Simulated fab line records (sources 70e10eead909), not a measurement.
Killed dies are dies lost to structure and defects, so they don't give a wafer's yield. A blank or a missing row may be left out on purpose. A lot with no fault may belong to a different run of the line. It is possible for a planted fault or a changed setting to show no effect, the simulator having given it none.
Problem report in the 8D (eight disciplines) form, filled by code | flow nand-harc | the parts of the form that need people (team, actions taken, sign-off) are left out

## 1. THE PROBLEM
Wafers without a fault read 65.2 s with a standard deviation of 0.41, while run-length-s at NHARC_P_M2_ETCH_35 averages 53.4 s across 2 wafers of 1 lot. That puts it -29 standard deviations away from the usual mean.
The step: etches the open film in N2/H2, target depth 40 nm, overetch 12 nm, time 43.94 s.
Seen first at day 13 00:59 on rie-diel-04, wafer L598.3. Wafers with a number at this step in the record: 36, from 12 lots. Rule for "out" (also "out of limits"): further than 4 standard deviations from the usual mean. The other wafers with a number count as sound.

## 2. WHAT IT IS; WHAT IT IS NOT
question                    | is                | is not
which readings at this step | run-length-s      | drypump-motor-current-A, oes-product-au, rf-vpp-V, showerhead-plenum-p-Torr, throttle-valve-pct
which lots                  | L598              | L580, L581, L582, L584, L585, L586, L587, L589, L592, L595, L599
which wafers of those lots  | L598.3, L598.6    | L598.5
read on which tools         | rie-diel-04       | rie-diel-05
when                        | from day 13 00:59 | up to then (31 sound wafers); but 3 sound wafers of L599 came after

## 3. SUSPECTS, AND WHAT RULES EACH OUT
Counting: a tool at a process step up to the reading stays a suspect if it ran every lot that is out. Sound lots after the first of them don't rule it out here, since some wafers of a struck lot are sound.
- pecvd-02 at NHARC_P_M1_DEP_33 (deposits SiCN, target thk 30 nm): kept. L598, the lot that is out, went through it at day 12 23:33; up to then, the latest sound lot through it was L595 at day 11 10:13.
- rie-diel-04 at NHARC_P_M2_ETCH_35 (etches the open film in N2/H2, target depth 40 nm, overetch 12 nm, time 43.94 s): kept. L598, the lot that is out, went through it at day 13 00:59; up to then, the latest sound lot through it was L592 at day 10 11:41. On those wafers its own readings are out: run-length-s.
- Within rie-diel-04 at NHARC_P_M2_ETCH_35: the wafers that are out ran in chambers 0, 1; their sound lot-mates ran in chamber 2.
Remaining after the count are pecvd-02 at NHARC_P_M1_DEP_33 and rie-diel-04 at NHARC_P_M2_ETCH_35.

## 4. THE CAUSE (what the simulator had put in)
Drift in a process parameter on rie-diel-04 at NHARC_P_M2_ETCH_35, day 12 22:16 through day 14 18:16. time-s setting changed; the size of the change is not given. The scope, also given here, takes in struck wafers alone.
Counting leaves 2 suspects; this tool is one of them.

## 5. THE EFFECT CHAIN, in route order
Rows list readings where the struck wafers' mean (over those with a number) sits beyond 3 standard deviations from the usual. Scope: only readings with a usual standard deviation given in the record; hours: median across lots of the time from each lot's start at the first step in this table that gives one to its start at this step; sigmas: change in usual standard deviations.
hours | step               | reading      | usual  | on struck wafers | change | sigmas
0     | NHARC_P_M2_ETCH_35 | run-length-s | 65.2 s | 53.4             | -11.8  | -29
Process steps it contains:
- NHARC_P_M2_ETCH_35: etches the open film in N2/H2, target depth 40 nm, overetch 12 nm, time 43.94 s.

## 6. WHAT WOULD HAVE CAUGHT IT SOONER
3 hours passed between the start of the fault at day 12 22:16 and the first reading out of limits in this record, taken at day 13 00:59.
